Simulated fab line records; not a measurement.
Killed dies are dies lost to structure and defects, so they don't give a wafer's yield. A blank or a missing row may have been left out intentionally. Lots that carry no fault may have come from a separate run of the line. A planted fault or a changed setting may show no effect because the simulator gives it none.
Matching of chambers    flow n5-finfet    N5_BEOL_M3_ALD_84 on ald-metal-03: 4 sister chambers
The step deposits TaN, pulse time 2 s, purge time 3 s, co reactant purge time 2 s. 16 wafers are shown with their chamber, then 8 later ones without.

## EACH WAFER AND ITS CHAMBER
wafer   chamber  heater-power-w (W)  precursor-vessel-temp-c (C)
L074.2  0        399                 75.15
L074.3  3        429                 75.05
L074.5  2        493                 74.95
L075.3  0        389                 74.92
L075.5  2        478                 75.12
L075.6  3        436                 75.00
L078.1  3        433                 75.06
L078.3  1        398                 75.16
L078.6  0        399                 74.95
L088.1  0        404                 74.79
L088.2  3        431                 74.96
L088.6  0        390                 75.08
L087.1  0        402                 74.94
L087.2  2        495                 75.02
L087.4  1        398                 74.87
L086.2  2        473                 74.94

SIGNATURES, as means of the wafers listed above
reading                  chamber 0  chamber 1  chamber 2  chamber 3  scatter within a chamber
heater-power-w           397.17     398.00     484.75     432.25     6.94
precursor-vessel-temp-c  74.9717    75.0150    75.0075    75.0175    0.112
Rule: for each reading, subtract the chamber's mean from the wafer's reading, divide by that reading's scatter and square the result; add these up over the readings and take the root, which gives the wafer's distance from the chamber. The wafer belongs to the nearest chamber; if the next one is less than 2 further off, it can't be placed. How the scatter is found: for the shown wafers, subtract from each reading the mean of its chamber, square and add these, divide the total by (wafers less chambers), then take the root.

## WAFERS WITHOUT THEIR CHAMBER
wafer   heater-power-w (W)  precursor-vessel-temp-c (C)
L086.4  405                 75.21
L086.6  410                 74.87
L092.1  428                 75.23
L092.3  400                 75.03
L092.5  385                 74.96
L097.1  442                 75.32
L097.4  400                 75.07
L097.6  384                 74.93

## EACH ONE'S CHAMBER
wafer   from the rows above           in truth
L086.4  can't be placed: 1 or 0       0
L086.6  can't be placed: 0 or 1 or 3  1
L092.1  3                             3
L092.3  can't be placed: 1 or 0       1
L092.5  can't be placed: 0 or 1       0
L097.1  3                             3
L097.4  can't be placed: 1 or 0       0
L097.6  can't be placed: 0 or 1       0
Correct placement for 2 of the 8. These rows do not allow placing 6 (true chamber among the candidates in 6). 0 placed wrongly.
